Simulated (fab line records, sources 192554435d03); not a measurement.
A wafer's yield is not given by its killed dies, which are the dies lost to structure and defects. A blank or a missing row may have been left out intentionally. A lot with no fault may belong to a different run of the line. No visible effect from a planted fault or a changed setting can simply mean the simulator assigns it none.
Chamber matching + flow n5Finfet + 4 sister chambers for N5_BEOL_M1_ETCH_77 on rieDiel-05
The step etches underlayer in N2/H2, target depth 6.5 nm, time 5.2 s. 4 wafers are shown with their chamber, then 11 later ones without.

== WAFERS PAIRED WITH THEIR CHAMBERS ==
| wafer  | chamber | showerheadPlenumPTorr (Torr) |
|--------|---------|------------------------------|
| L085.1 | 1       | 2.43                         |
| L089.4 | 2       | 2.54                         |
| L089.5 | 0       | 2.67                         |
| L091.1 | 3       | 2.54                         |

== WAFERS MISSING THEIR CHAMBER ==
| wafer  | showerheadPlenumPTorr (Torr) |
|--------|------------------------------|
| L091.2 | 2.43                         |
| L091.4 | 2.53                         |
| L094.2 | 2.53                         |
| L094.3 | 2.54                         |
| L094.5 | 2.54                         |
| L096.2 | 2.43                         |
| L096.3 | 2.54                         |
| L096.6 | 2.54                         |
| L097.1 | 2.66                         |
| L097.3 | 2.54                         |
| L097.4 | 2.53                         |

== THE CHAMBER EACH PASSED THROUGH ==
| wafer  | from the rows above     | in truth |
|--------|-------------------------|----------|
| L091.2 | 1                       | 1        |
| L091.4 | can't be placed: 2 or 3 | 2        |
| L094.2 | can't be placed: 2 or 3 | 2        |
| L094.3 | can't be placed: 2 or 3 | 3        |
| L094.5 | can't be placed: 2 or 3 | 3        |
| L096.2 | 1                       | 1        |
| L096.3 | can't be placed: 2 or 3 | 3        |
| L096.6 | can't be placed: 2 or 3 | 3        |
| L097.1 | 0                       | 0        |
| L097.3 | can't be placed: 2 or 3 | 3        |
| L097.4 | can't be placed: 2 or 3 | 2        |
3 of 11 placed correctly. Cannot be placed on the basis of these rows: 8; the candidates contain the true chamber in 8. Number placed wrongly: 0.
How it was worked out, from the rows above alone: a wafer's distance from a chamber is the root of the sum, over the readings, of the square of ((its reading less the chamber's mean) divided by the reading's scatter). The wafer belongs to the nearest chamber; if the next one is less than 2 further off, it can't be placed. The mean given for a chamber averages the wafers shown for that chamber. The scatter: root of mean squared gap, hidden wafer to nearest shown wafer, with one shown wafer a chamber.
